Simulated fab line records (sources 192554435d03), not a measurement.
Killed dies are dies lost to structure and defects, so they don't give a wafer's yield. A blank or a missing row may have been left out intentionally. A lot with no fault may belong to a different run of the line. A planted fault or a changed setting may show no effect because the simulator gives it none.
Lot-split experiment    flow n5 finfet    7 lots, 21 wafers read, on a route of 1938 steps

== THE SPLIT ITSELF ==
At N5_BEOL_M10_ETCH_41 (etches SiCN in CH3F/O2, target depth 42.6 nm, time 86 s), the setting source w was moved away from the recipe's 395 W on 5 of the 21 wafers read, by -10.9% to +7.4%. This setting was run at the recipe's value on the other wafers.

The reading is taken at the split's own step.

== THE READING ==
rf vpp V, in V, at N5_BEOL_M10_ETCH_41 (etches SiCN in CH3F/O2, target depth 42.6 nm, time 86 s). A value of 298.2 V with a standard deviation of 1.5 V is what fault-free wafers of this fab line usually give.

wafer   tool, chamber at the split  source w as run, W  against the recipe  rf vpp V, V  against lot-mates on the recipe
L074.1  rie diel-01, 2              395                 recipe              296.3        -
L074.2  rie diel-01, 3              395                 recipe              296.9        -
L074.5  rie diel-01, 1              395                 recipe              299.9        -
L081.1  rie diel-05, 3              395                 recipe              297.7        -
L081.5  rie diel-05, 2              395                 recipe              297.6        -
L081.6  rie diel-05, 1              395                 recipe              299.6        -
L089.3  rie diel-01, 0              395                 recipe              299.8        -
L089.5  rie diel-01, 1              395                 recipe              299.8        -
L089.6  rie diel-01, 2              424.2               +7.4%               288.9        -10.9
L090.1  rie diel-01, 0              395                 recipe              300.6        -
L090.2  rie diel-01, 2              368.5               -6.7%               305.7        +5.1
L090.4  rie diel-01, 1              368.5               -6.7%               307.0        +6.4
L091.2  rie diel-05, 3              395                 recipe              297.2        -
L091.3  rie diel-05, 1              395                 recipe              299.9        -
L091.4  rie diel-05, 0              395                 recipe              295.8        -
L093.1  rie diel-05, 0              352                 -10.9%              307.7        +10.2
L093.3  rie diel-05, 3              395                 recipe              297.5        -
L093.4  rie diel-05, 1              352                 -10.9%              310.0        +12.5
L096.2  rie diel-02, 3              395                 recipe              298.4        -
L096.3  rie diel-02, 1              395                 recipe              299.0        -
L096.5  rie diel-02, 1              395                 recipe              299.7        -

THE FIT
A straight line over all 21 wafers: rf vpp V changes by -1.06 V for each +1% of source w; r = -0.95; the points scatter about the line by 1.5 V.
The same after taking each lot's own level away (the mean of its wafers on the recipe; 21 wafers): -1.08 V for each +1%; r = -0.96; scatter 1.3 V.
That fit puts the effect of the largest move of source w on the reading at 12 V.
Across the lots, their own levels run from 297.50 to 300.60 V, a range of 2.1 times the standard deviation given above.
Consequently the slope shifts little with the lot-to-lot level, the two slopes agreeing.
Check: for one of the wafers moved furthest among these (-10.9%), held out of the fit, the line's prediction against its lot-mates is +12.1 V. It came out at +10.2 V against them.
Tool readings at the split's step, against how far the setting was moved: rf vpp V r = -0.95.

== ADDITIONAL SPLITS CARRIED BY THESE WAFERS ==
Before the reading, these wafers also passed through other splits. Each is held against what the fit with the lots' levels taken away leaves over:
other split on the same wafers  wafers away from the commonest value  r with rf vpp V (lot level and that fit taken away)
N5_BEOL_M9_EXPOSE_08 dose mj    7                                     -0.15
N5_BEOL_M10_ETCH_66 time s      8                                     +0.12

== THE FILE'S OWN FIT ==
rf vpp V changes by -1.11 V for each +1% of source w, r = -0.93.
